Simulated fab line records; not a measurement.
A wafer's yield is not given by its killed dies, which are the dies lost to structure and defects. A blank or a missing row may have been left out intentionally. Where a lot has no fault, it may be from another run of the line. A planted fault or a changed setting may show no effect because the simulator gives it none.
Which of the tools did it?	flow nand_harc	Sampling: 12 lots, 36 wafers, 5 of 1302 route steps

== WHAT EACH GAUGE READ, for each wafer ==
NHARC_END_SORT_01. Usual: killed_at_array 54, standard deviation 21; killed_at_other 0.9, standard deviation 1.1; killed_at_periphery 3.5, standard deviation 2.5; killed_dies 58, standard deviation 21; killed_open 3.3, standard deviation 1.9; killed_short 2.6, standard deviation 1.8.
lot	measured	on	killed_at_array	killed_at_other	killed_at_periphery	killed_dies	killed_open	killed_short	flag
L839	day 31 01:50	prober-01	62 64 53	2 2 2	2 1 2	66 67 57	5 4 6	4 3 0	
L840	day 31 23:44	prober-01	86 81 70	0 2 2	4 6 7	90 89 79	3 3 6	3 1 4	

== EACH LOT AND THE TOOL THAT RAN IT (in order: tool; ch and the chambers of the sampled wafers; start) ==
lot	NHARC_A_WL_FILL_ALD_02	NHARC_A_WL_FILL_ETCHBACK_04	NHARC_A_WL_FILL_ETCHBACK_05	NHARC_A_WL_FILL_ALD_10
L825	ald_metal-01 ch 0,1,2, day 20 14:17	rie_metal-01 ch 0,1, day 20 15:08	rie_metal-01 ch 0,1, day 20 15:20	ald_hk-03 ch 1,2,3, day 20 21:40
L824	ald_metal-03 ch 1,2,3, day 20 18:07	rie_metal-02 ch 0,1, day 20 18:53	rie_metal-02 ch 0,1, day 20 19:05	ald_hk-02 ch 2,3, day 21 00:36
L831	ald_metal-03 ch 0,1, day 23 19:20	rie_metal-02 ch 0,1, day 23 20:10	rie_metal-02 ch 0,1, day 23 20:23	ald_hk-02 ch 0,1,2, day 24 02:26
L832	ald_metal-03 ch 0,1,3, day 24 11:29	rie_metal-03 ch 0,1, day 24 12:16	rie_metal-03 ch 0,1, day 24 12:30	ald_hk-04 ch 0,1,3, day 24 19:05
L837	ald_metal-01 ch 1,2,3, day 26 09:31	rie_metal-03 ch 0,1, day 26 10:30	rie_metal-03 ch 0,1, day 26 10:46	ald_hk-03 ch 2,3, day 26 16:05
L839	ald_metal-01 ch 1,3, day 26 14:53	rie_metal-02 ch 0,1, day 26 15:46	rie_metal-02 ch 0,1, day 26 15:59	ald_hk-02 ch 0,1,3, day 27 01:14
L841	ald_metal-01 ch 1,2, day 27 09:47	rie_metal-03 ch 0,1, day 27 10:52	rie_metal-03 ch 0,1, day 27 11:06	ald_hk-03 ch 0,1, day 27 16:39
L840	ald_metal-03 ch 1,2,3, day 27 22:02	rie_metal-01 ch 0,1, day 27 22:43	rie_metal-01 ch 0,1, day 27 22:59	ald_hk-02 ch 0,3, day 28 05:46
L843	ald_metal-03 ch 0,1,2, day 28 03:20	rie_metal-02 ch 0,1, day 28 04:10	rie_metal-02 ch 0,1, day 28 04:22	ald_hk-03 ch 1,2,3, day 28 09:52
L842	ald_metal-01 ch 0,3, day 28 03:28	rie_metal-01 ch 0,1, day 28 04:26	rie_metal-01 ch 0,1, day 28 04:40	ald_hk-04 ch 0,2,3, day 28 10:23
L844	ald_metal-03 ch 0,1, day 29 14:06	rie_metal-03 ch 0,1, day 29 14:58	rie_metal-03 ch 0,1, day 29 15:10	ald_hk-04 ch 0,1, day 29 23:07
L846	ald_metal-01 ch 2,3, day 30 04:10	rie_metal-02 ch 0,1, day 30 05:03	rie_metal-02 ch 0,1, day 30 05:15	ald_hk-04 ch 1,2,3, day 30 11:47
- NHARC_A_WL_FILL_ALD_02: deposits TiN, target thk 2 nm, pulse time 3 s, ald cycles 100.
- NHARC_A_WL_FILL_ETCHBACK_04: etches the open film in NF3, target depth 60 nm, time 120 s.
- NHARC_A_WL_FILL_ETCHBACK_05: etches the open film in Cl2/BCl3, target depth 22 nm, time 60 s.
- NHARC_A_WL_FILL_ALD_10: deposits SiO2, target thk 50 nm, pulse time 10 s, ald cycles 500.

== AS READ BY THE TOOLS THEMSELVES (means over the sampled wafers that have a number; for cases with no such wafer, the mark the record gives instead) ==
NHARC_A_WL_FILL_ALD_02. Usual: heater_power_w 1092 W, standard deviation 110; precursor_pulse_height_rel 0.997, standard deviation 0.019.
lot	tool	heater_power_w (W)	precursor_pulse_height_rel	flag
L825	ald_metal-01	1143	0.997	
L824	ald_metal-03	1047	1.010	
L831	ald_metal-03	1149	0.986	
L832	ald_metal-03	1171	0.992	
L837	ald_metal-01	1041	0.996	
L839	ald_metal-01	1133	1.001	
L841	ald_metal-01	1148	1.007	
L840	ald_metal-03	1084	1.003	
L843	ald_metal-03	1113	1.004	
L842	ald_metal-01	1110	1.001	
L844	ald_metal-03	1186	1.023	
L846	ald_metal-01	950	0.983	

NHARC_A_WL_FILL_ETCHBACK_04. Usual: chamber_pressure_mTorr 300.01 mTorr, standard deviation 0.26; drypump_motor_current_A 6.0 A, standard deviation 0.48; oes_product_au 0.996 a.u., standard deviation 0.011.
lot	tool	chamber_pressure_mTorr (mTorr)	drypump_motor_current_A (A)	oes_product_au (a.u.)	flag
L825	rie_metal-01	299.98	6.6	1.003	
L824	rie_metal-02	300.09	6.1	0.983	
L831	rie_metal-02	299.88	6.1	1.000	
L832	rie_metal-03	299.68	5.5	0.988	
L837	rie_metal-03	300.13	5.4	1.009	
L839	rie_metal-02	300.04	6.1	1.001	
L841	rie_metal-03	299.97	5.5	0.991	
L840	rie_metal-01	299.98	6.6	0.999	
L843	rie_metal-02	300.02	6.1	0.990	
L842	rie_metal-01	299.77	6.6	1.002	
L844	rie_metal-03	300.04	5.5	0.991	
L846	rie_metal-02	300.11	6.1	1.006	

NHARC_A_WL_FILL_ETCHBACK_05. Usual: chamber_pressure_mTorr 10.000 mTorr, standard deviation 0.0094; drypump_motor_current_A 6.0 A, standard deviation 0.49; oes_product_au 0.997 a.u., standard deviation 0.01.
lot	tool	chamber_pressure_mTorr (mTorr)	drypump_motor_current_A (A)	oes_product_au (a.u.)	flag
L825	rie_metal-01	10.007	6.6	0.995	
L824	rie_metal-02	10.004	6.1	0.995	
L831	rie_metal-02	10.001	6.1	0.999	
L832	rie_metal-03	10.007	5.5	0.995	
L837	rie_metal-03	10.004	5.5	0.997	
L839	rie_metal-02	9.994	6.1	1.001	
L841	rie_metal-03	10.005	5.4	0.998	
L840	rie_metal-01	10.000	6.6	1.002	
L843	rie_metal-02	10.010	6.1	1.000	
L842	rie_metal-01	10.002	6.6	0.999	
L844	rie_metal-03	9.990	5.6	0.991	
L846	rie_metal-02	9.997	6.1	0.993	

NHARC_A_WL_FILL_ALD_10. Usual: heater_power_w 472 W, standard deviation 51; precursor_pulse_height_rel 1.004, standard deviation 0.02.
lot	tool	heater_power_w (W)	precursor_pulse_height_rel	flag
L825	ald_hk-03	468	1.019	
L824	ald_hk-02	445	1.006	
L831	ald_hk-02	451	0.995	
L832	ald_hk-04	509	0.998	
L837	ald_hk-03	434	0.987	
L839	ald_hk-02	456	0.976	
L841	ald_hk-03	453	1.008	
L840	ald_hk-02	438	0.994	
L843	ald_hk-03	452	1.014	
L842	ald_hk-04	514	1.000	
L844	ald_hk-04	578	0.995	
L846	ald_hk-04	501	0.991	

== THE ANSWER, worked out from the rows above alone ==
Rule: take the mean of a lot's wafers that have a number; if it is more than 3 standard deviations from the usual mean, the lot is off. A lot without any number at a reading at which 4 lots or more have one is off too. Any other lot the step has rows for is counted as sound. After the gauges, taken in route order, come the tools' own readings; for these a lot's mean is taken, as printed above. At the first step where some lot is off, the reading lying furthest off is the one used; lots without a number count as furthest.
Across all readings shown, no lot is off: no conclusion can be drawn from this.

== WHAT THE SIMULATOR HAD INSERTED ==
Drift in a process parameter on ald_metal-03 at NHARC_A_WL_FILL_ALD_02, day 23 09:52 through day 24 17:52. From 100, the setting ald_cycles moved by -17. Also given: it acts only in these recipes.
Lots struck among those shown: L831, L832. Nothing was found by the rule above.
